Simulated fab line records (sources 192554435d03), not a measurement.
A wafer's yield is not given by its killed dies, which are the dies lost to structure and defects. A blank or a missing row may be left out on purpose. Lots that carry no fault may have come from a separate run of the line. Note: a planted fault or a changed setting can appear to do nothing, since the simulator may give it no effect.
Which tool was responsible? -- flow n5-finfet -- 26 wafers from 9 lots sampled at 5 of the route's 1938 steps

== WHAT THE GAUGES READ, wafer by wafer ==
N5_BEOL_M4_RC_MEAS_101.
lot,measured,on,DIBL_N (mV/V),DIBL_P (mV/V),IOFF_N (nA/um),IOFF_P (nA/um),ION_N (uA/um),ION_P (uA/um),SS_N (mV/dec),SS_P (mV/dec),VT_N (mV),VT_P (mV)
L397,day 9 04:16,prober-02,38.0 35.2 36.1,36.6 33.2 34.4,0.222 0.158 0.171,0.228 0.176 0.189,689 684 677,460 460 462,72.8 71.6 71.7,73.8 72.5 73.7,244.6 246.5 247.0,-247 -251 -251
L398,day 10 08:19,prober-01,35.8 36.5 36.6,35.8 37.8 37.3,0.138 0.158 0.155,0.190 0.219 0.197,671 678 674,462 464 463,71.0 70.8 70.9,73.5 73.9 72.4,252.2 248.2 248.5,-252 -252 -253
L400,day 10 06:55,prober-02,36.6 35.6 38.0,38.2 36.9 39.2,0.165 0.140 0.183,0.221 0.201 0.234,691 668 683,468 465 473,71.3 71.5 72.2,72.3 72.2 73.5,248.0 250.8 250.1,-249 -251 -248
L411,day 13 11:26,prober-01,35.0 34.8 35.8,33.5 33.7 34.4,0.128 0.135 0.142,0.166 0.166 0.176,667 665 667,454 456 458,70.8 71.5 71.3,72.3 72.3 73.0,254.6 251.3 251.5,-254 -255 -253
L412,day 13 11:52,prober-02,37.6 38.0 36.0,36.6 37.1 34.8,0.173 0.187 0.149,0.171 0.183 0.158,673 680 673,447 453 451,71.0 72.1 71.1,73.9 73.8 73.6,248.9 248.6 251.8,-255 -259 -258
L415,day 14 04:37,prober-02,36.3 35.4 35.3,37.4 36.6 36.5,0.169 0.160 0.150,0.221 0.210 0.212,673 678 672,466 466 466,71.8 72.1 72.1,73.9 73.6 73.2,249.2 249.0 253.6,-247 -251 -251
L416,day 15 03:05,prober-02,35.1 35.8 36.7,35.8 37.0 37.9,0.150 0.165 0.179,0.162 0.175 0.186,672 675 685,450 447 456,71.7 71.1 71.0,73.1 73.6 74.1,249.1 247.9 247.0,-257 -255 -256
L418,day 15 13:02,prober-02,35.9 36.3 37.0,36.9 37.3 38.6,0.140 0.143 0.157,0.171 0.179 0.190,673 675 675,455 460 461,70.7 71.4 71.6,72.8 72.9 72.7,255.4 252.2 250.8,-252 -253 -252

== WHAT TOOL EACH LOT RAN ON (gives the tool, then ch and the chambers of the sampled wafers, and finally the start) ==
lot,N5_MOL_CONTACT_COAG_ALD_133,N5_MOL_CONTACT_COAG_ETCH_67,N5_MOL_CONTACT_COAG_ETCH_124,N5_MOL_CONTACT_COAG_STRIP_49
L397,"ald-sin-01 ch 0,1,3, day 5 18:40","rie-diel-01 ch 0,1,2, day 5 18:53","rie-diel-01 ch 0,1,2, day 5 19:02","plasma-asher-02 ch 0,1, day 5 19:12"
L398,"ald-sin-02 ch 0,1,2, day 5 23:36","rie-diel-01 ch 1,2,3, day 5 23:49","rie-diel-01 ch 1,2,3, day 5 23:58","plasma-asher-01 ch 0,1, day 6 00:08"
L400,"ald-sin-01 ch 2,3, day 6 10:14","rie-diel-04 ch 0,2,3, day 6 10:26","rie-diel-04 ch 0,2,3, day 6 10:35","plasma-asher-02 ch 0,1, day 6 10:47"
L405,"ald-sin-01 ch 0,3, day 7 18:34","rie-diel-03 ch 3, day 7 18:47","rie-diel-03 ch 3, day 7 18:56","plasma-asher-02 ch 1, day 7 19:07"
L411,"ald-sin-02 ch 2,3, day 9 06:02","rie-diel-03 ch 0,1, day 9 06:14","rie-diel-03 ch 0,1, day 9 06:23","plasma-asher-02 ch 0,1, day 9 06:34"
L412,"ald-sin-02 ch 0,2,3, day 9 13:22","rie-diel-03 ch 0,1,3, day 9 13:37","rie-diel-03 ch 0,1,3, day 9 13:46","plasma-asher-01 ch 0,1, day 9 13:56"
L415,"ald-sin-02 ch 2,3, day 10 01:44","rie-diel-04 ch 1,2, day 10 02:00","rie-diel-04 ch 1,2, day 10 02:09","plasma-asher-01 ch 0,1, day 10 02:20"
L416,"ald-sin-02 ch 0,2, day 10 12:24","rie-diel-04 ch 0,1, day 10 12:37","rie-diel-04 ch 0,1, day 10 12:46","plasma-asher-01 ch 0,1, day 10 12:56"
L418,"ald-sin-01 ch 2,3, day 11 17:19","rie-diel-04 ch 1,3, day 11 17:32","rie-diel-04 ch 1,3, day 11 17:41","plasma-asher-02 ch 0,1, day 11 17:52"
- N5_MOL_CONTACT_COAG_ALD_133: deposits SiO2, target thk 5 nm, pulse time 1 s, co reactant pulse time 1 s.
- N5_MOL_CONTACT_COAG_ETCH_67: etches SOC in N2/H2, target depth 60 nm, overetch 21 nm, time 101.2 s.
- N5_MOL_CONTACT_COAG_ETCH_124: etches SiNx in CH3F/O2, stops on SiOC, target depth 6.5 nm.
- N5_MOL_CONTACT_COAG_STRIP_49: strips in N2/H2, time 30 s.

== WHAT THE TOOLS THEMSELVES READ (means of the sampled wafers that have a number; where no wafer has one, the mark that the record gives instead) ==
N5_MOL_CONTACT_COAG_ALD_133.
lot,tool,heater-power-w (W),precursor-pulse-height-rel
L397,ald-sin-01,77,0.984
L398,ald-sin-02,72,0.999
L400,ald-sin-01,89,1.007
L405,ald-sin-01,80,0.993
L411,ald-sin-02,73,1.008
L412,ald-sin-02,70,0.983
L415,ald-sin-02,73,1.009
L416,ald-sin-02,71,0.976
L418,ald-sin-01,97,0.990

N5_MOL_CONTACT_COAG_ETCH_67.
lot,tool,drypump-motor-current-A (A),h2-flow-sccm (sccm),n2-flow-sccm (sccm),oes-product-au (a.u.),rf-fwd-power-W (W),rf-vpp-V (V),showerhead-plenum-p-Torr (Torr),throttle-valve-pct (%)
L397,rie-diel-01,5.4,199.6,199.8,0.76,831.7,527.1,2.66,17.63
L398,rie-diel-01,5.6,199.9,199.8,0.78,834.3,525.3,2.64,17.70
L400,rie-diel-04,5.8,200.0,200.0,0.68,835.3,523.0,2.49,17.75
L405,rie-diel-03,4.8,200.1,200.1,0.60,832.0,525.9,2.62,18.18
L411,rie-diel-03,5.9,200.5,200.1,0.77,833.4,524.6,2.56,17.51
L412,rie-diel-03,5.6,199.9,200.1,0.70,834.0,524.9,2.60,17.81
L415,rie-diel-04,5.4,199.9,199.8,0.70,833.8,527.3,2.65,17.60
L416,rie-diel-04,5.2,200.1,200.1,0.72,832.9,526.9,2.63,17.65
L418,rie-diel-04,5.7,199.2,200.3,0.75,835.5,528.8,2.70,17.69

N5_MOL_CONTACT_COAG_ETCH_124.
lot,tool,drypump-motor-current-A (A),oes-product-au (a.u.),rf-fwd-power-W (W),rf-vpp-V (V),showerhead-plenum-p-Torr (Torr),throttle-valve-pct (%)
L397,rie-diel-01,5.4,0.77,390.1,301,2.10,16.15
L398,rie-diel-01,5.6,0.79,389.5,300,2.08,16.17
L400,rie-diel-04,5.8,0.70,390.6,298,1.96,16.28
L405,rie-diel-03,4.8,0.62,390.3,300,2.07,16.62
L411,rie-diel-03,5.8,0.79,389.9,298,2.01,16.02
L412,rie-diel-03,5.6,0.71,390.2,299,2.04,16.27
L415,rie-diel-04,5.4,0.71,391.3,297,2.08,16.00
L416,rie-diel-04,5.1,0.73,389.3,300,2.06,16.03
L418,rie-diel-04,5.7,0.77,391.5,298,2.12,16.18

N5_MOL_CONTACT_COAG_STRIP_49.
lot,tool,drypump-motor-current-A (A),h2-flow-sccm (sccm),heater-power-w (W),n2-flow-sccm (sccm)
L397,plasma-asher-02,5.6,3251,395,1751
L398,plasma-asher-01,6.3,3265,331,1754
L400,plasma-asher-02,5.6,3244,398,1750
L405,plasma-asher-02,5.8,3243,418,1754
L411,plasma-asher-02,5.4,3251,366,1747
L412,plasma-asher-01,6.2,3257,300,1744
L415,plasma-asher-01,6.4,3251,327,1746
L416,plasma-asher-01,6.2,3254,297,1751
L418,plasma-asher-02,5.6,3250,388,1746

== THE ANSWER, worked out from the rows above alone ==
Rule: usual is defined by the lots themselves. Put in order of their means at a reading, lots are off if they are a third of the lots or fewer, leave a main group of 4 or more, and stand apart from it by a gap of 3 or more times the standard deviation of the main group's means; of several such gaps the widest counts. Not used: any main group whose means are identical at the precision the tables above print for the reading. Also off: a lot with no number at a reading for which 4 or more lots have one. Any other lot the step has rows for is counted as sound. After the gauges, taken in route order, come the tools' own readings; for these a lot's mean is taken, as printed above. The first step at which some lot is off is used, and at that step the reading that is off furthest; a lot without a number counts as furthest.
Off: L405, at N5_MOL_CONTACT_COAG_ETCH_67 (throttle-valve-pct). Mean 17.67 % and standard deviation 0.086 in the main group.
A tool fits if, at that step or a process step before it, it ran every lot that is off, and no sound lot after the first of them. Not one of the candidates tried fits.

== WHAT THE SIMULATOR HAD PUT IN ==
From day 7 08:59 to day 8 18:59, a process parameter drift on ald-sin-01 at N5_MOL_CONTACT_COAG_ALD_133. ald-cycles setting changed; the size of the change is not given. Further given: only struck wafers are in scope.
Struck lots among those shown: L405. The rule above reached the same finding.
